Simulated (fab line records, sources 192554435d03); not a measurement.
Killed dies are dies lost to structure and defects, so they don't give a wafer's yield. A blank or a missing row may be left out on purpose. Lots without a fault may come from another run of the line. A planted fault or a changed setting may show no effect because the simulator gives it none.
Split-lot experiment | flow n5_finfet | 7 lots, 39 wafers read, on a route of 1938 steps

THE SPLIT
At N5_SD_EPI_P_SD_RECESS_17 (chemistry HBr/Cl2/O2, target depth 39.1 nm, bt time 3 s), the setting target_depth_a was moved away from the recipe's 391 angstrom on 12 of the 39 wafers read, by -6.6% to +9.5%. The other wafers ran this setting at the recipe's value.

The reading is taken at the split's own step.

THE READING
SD_EPI_P.feature_depth_nm (the simulator's own value, which no gauge read), in nm, at N5_SD_EPI_P_SD_RECESS_17 (chemistry HBr/Cl2/O2, target depth 39.1 nm, bt time 3 s). The file gives no usual value for it. The 27 wafers here that ran the recipe average 39.2 nm, standard deviation 0.37 nm.

wafer  | tool, chamber at the split | target_depth_a as run, angstrom | against the recipe | SD_EPI_P.feature_depth_nm, nm | against lot-mates on the recipe
L080.1 | rie_si-03, 2               | 391                             | recipe             | 39.4                          | -
L080.2 | rie_si-03, 1               | 422.2                           | +8.0%              | 41.6                          | +2.5
L080.3 | rie_si-03, 3               | 422.2                           | +8.0%              | 43.4                          | +4.3
L080.4 | rie_si-03, 0               | 391                             | recipe             | 39.2                          | -
L080.5 | rie_si-03, 0               | 422.2                           | +8.0%              | 42.6                          | +3.5
L080.6 | rie_si-03, 1               | 391                             | recipe             | 38.6                          | -
L082.1 | rie_si-01, 1               | 365.3                           | -6.6%              | 36.6                          | -2.7
L082.2 | rie_si-01, 0               | 365.3                           | -6.6%              | 36.8                          | -2.5
L082.3 | rie_si-01, 2               | 391                             | recipe             | 39.8                          | -
L082.6 | rie_si-01, 2               | 391                             | recipe             | 39.8                          | -
L082.4 | rie_si-01, 3               | 391                             | recipe             | 38.4                          | -
L082.5 | rie_si-01, 1               | 365.3                           | -6.6%              | 36.6                          | -2.7
L084.1 | rie_si-01, 1               | 391                             | recipe             | 39.4                          | -
L084.2 | rie_si-01, 0               | 391                             | recipe             | 39.2                          | -
L084.5 | rie_si-01, 1               | 391                             | recipe             | 39.4                          | -
L093.1 | rie_si-03, 1               | 391                             | recipe             | 39                            | -
L093.2 | rie_si-03, 0               | 391                             | recipe             | 39.2                          | -
L093.3 | rie_si-03, 2               | 391                             | recipe             | 38.8                          | -
L093.4 | rie_si-03, 1               | 391                             | recipe             | 39                            | -
L093.5 | rie_si-03, 0               | 391                             | recipe             | 39.2                          | -
L093.6 | rie_si-03, 2               | 391                             | recipe             | 39.2                          | -
L094.1 | rie_si-04, 3               | 428.2                           | +9.5%              | 42.8                          | +4.1
L094.2 | rie_si-04, 1               | 391                             | recipe             | 39                            | -
L094.3 | rie_si-04, 2               | 428.2                           | +9.5%              | 43.4                          | +4.7
L094.4 | rie_si-04, 0               | 428.2                           | +9.5%              | 42.4                          | +3.7
L094.5 | rie_si-04, 0               | 391                             | recipe             | 38.4                          | -
L094.6 | rie_si-04, 3               | 391                             | recipe             | 38.8                          | -
L095.1 | rie_si-01, 0               | 391                             | recipe             | 39.2                          | -
L095.2 | rie_si-01, 2               | 391                             | recipe             | 39.6                          | -
L095.3 | rie_si-01, 3               | 391                             | recipe             | 38.6                          | -
L095.4 | rie_si-01, 1               | 391                             | recipe             | 39.2                          | -
L095.5 | rie_si-01, 2               | 391                             | recipe             | 39.6                          | -
L095.6 | rie_si-01, 1               | 391                             | recipe             | 39.4                          | -
L096.1 | rie_si-03, 1               | 391                             | recipe             | 39.4                          | -
L096.2 | rie_si-03, 0               | 418                             | +6.9%              | 41.8                          | +2.5
L096.3 | rie_si-03, 2               | 418                             | +6.9%              | 41.8                          | +2.5
L096.4 | rie_si-03, 2               | 391                             | recipe             | 39.2                          | -
L096.5 | rie_si-03, 1               | 391                             | recipe             | 39.4                          | -
L096.6 | rie_si-03, 0               | 418                             | +6.9%              | 42.2                          | +2.9

THE FIT
A straight line over all 39 wafers: SD_EPI_P.feature_depth_nm changes by +0.397 nm for each +1% of target_depth_a; r = +0.97; the points scatter about the line by 0.41 nm.
The same after taking each lot's own level away (the mean of its wafers on the recipe; 39 wafers): +0.418 nm for each +1%; r = +0.98; scatter 0.38 nm.
On that fit, the largest move of target_depth_a shifts the reading by 4 nm.
The lots' own levels span 38.73 to 39.33 nm, that is 1.6 times the standard deviation above.
So the lot-to-lot level changes the slope little: the two slopes agree.
Check: with one of the wafers moved furthest among these (+9.5%) left out of the fit, the line predicts +3.97 nm for it against its lot-mates. It came out at +4.07 nm against them.

OTHER SPLITS ON THESE WAFERS
These wafers also went through other splits before the reading. Each is held against what the fit with the lots' levels taken away leaves over:
other split on the same wafers       | wafers away from the commonest value | r with SD_EPI_P.feature_depth_nm (lot level and that fit taken away)
N5_DUMMY_GATE_ETCH_31 target_depth_a | 12                                   | +0.04
N5_DUMMY_GATE_ETCH_32 time_s         | 18                                   | -0.13

THE WHOLE CHAIN: every reading that the file lists as answering this split, in the file's order
step                     | what it does                                            | reading                                                                    | change (the file's fit)               | r (the file's)
N5_SD_EPI_P_SD_RECESS_17 | chemistry HBr/Cl2/O2, target depth 39.1 nm, bt time 3 s | etch.depth_nm (the simulator's own value, which no gauge read)             | +0.416 nm for each +1% of the setting | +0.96
N5_SD_EPI_P_SD_RECESS_17 | chemistry HBr/Cl2/O2, target depth 39.1 nm, bt time 3 s | SD_EPI_P.feature_depth_nm (the simulator's own value, which no gauge read) | +0.418 nm for each +1% of the setting | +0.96

THE FILE'S OWN FIT
SD_EPI_P.feature_depth_nm changes by +0.418 nm for each +1% of target_depth_a, r = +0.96.
